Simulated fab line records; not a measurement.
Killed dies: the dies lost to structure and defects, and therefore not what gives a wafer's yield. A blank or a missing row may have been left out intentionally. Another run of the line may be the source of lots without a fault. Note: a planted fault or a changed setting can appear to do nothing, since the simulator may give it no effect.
Chamber matching / flow n5 finfet / 4 sister chambers for N5_HKMG_FIN_CMP_23 on cmp-04
The step polishes, stops on SiNx, t overpolish 10 s, target thk 46.326 nm. 4 wafers are shown with their chamber, then 12 later ones without.

== EACH WAFER AND ITS CHAMBER ==
wafer=L088.1; chamber=1; motor current A (A)=12.1
wafer=L088.3; chamber=0; motor current A (A)=10.1
wafer=L089.1; chamber=3; motor current A (A)=14.3
wafer=L089.5; chamber=2; motor current A (A)=10.2

== WAFERS WITHOUT THEIR CHAMBER ==
wafer=L090.1; motor current A (A)=12.6
wafer=L090.2; motor current A (A)=14.2
wafer=L090.6; motor current A (A)=9.8
wafer=L091.1; motor current A (A)=10.6
wafer=L091.4; motor current A (A)=12.3
wafer=L091.5; motor current A (A)=10.5
wafer=L093.2; motor current A (A)=12.5
wafer=L093.3; motor current A (A)=10.4
wafer=L093.6; motor current A (A)=14.0
wafer=L094.1; motor current A (A)=10.4
wafer=L094.2; motor current A (A)=11.4
wafer=L094.4; motor current A (A)=13.8

== CHAMBER TAKEN BY EACH ==
wafer=L090.1; from the rows above=1; in truth=1
wafer=L090.2; from the rows above=3; in truth=3
wafer=L090.6; from the rows above=can't be placed: 0 or 2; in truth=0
wafer=L091.1; from the rows above=can't be placed: 2 or 0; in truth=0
wafer=L091.4; from the rows above=1; in truth=1
wafer=L091.5; from the rows above=can't be placed: 2 or 0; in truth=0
wafer=L093.2; from the rows above=1; in truth=1
wafer=L093.3; from the rows above=can't be placed: 2 or 0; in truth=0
wafer=L093.6; from the rows above=3; in truth=3
wafer=L094.1; from the rows above=can't be placed: 2 or 0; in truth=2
wafer=L094.2; from the rows above=can't be placed: 1 or 2 or 0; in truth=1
wafer=L094.4; from the rows above=3; in truth=3
Correctly placed: 6 of 12. Not placeable from these rows: 6 (in 6, the candidates include the true chamber). Placed wrongly: 0.
How it was worked out, from the rows above alone: a wafer's distance from a chamber is the root of the sum, over the readings, of the square of ((its reading less the chamber's mean) divided by the reading's scatter). If the next closest chamber is less than 2 further off than the closest, the wafer can't be placed; otherwise it belongs to the closest. A chamber's mean is the mean of its shown wafers. The scatter: root of mean squared gap, hidden wafer to nearest shown wafer, with one shown wafer a chamber.
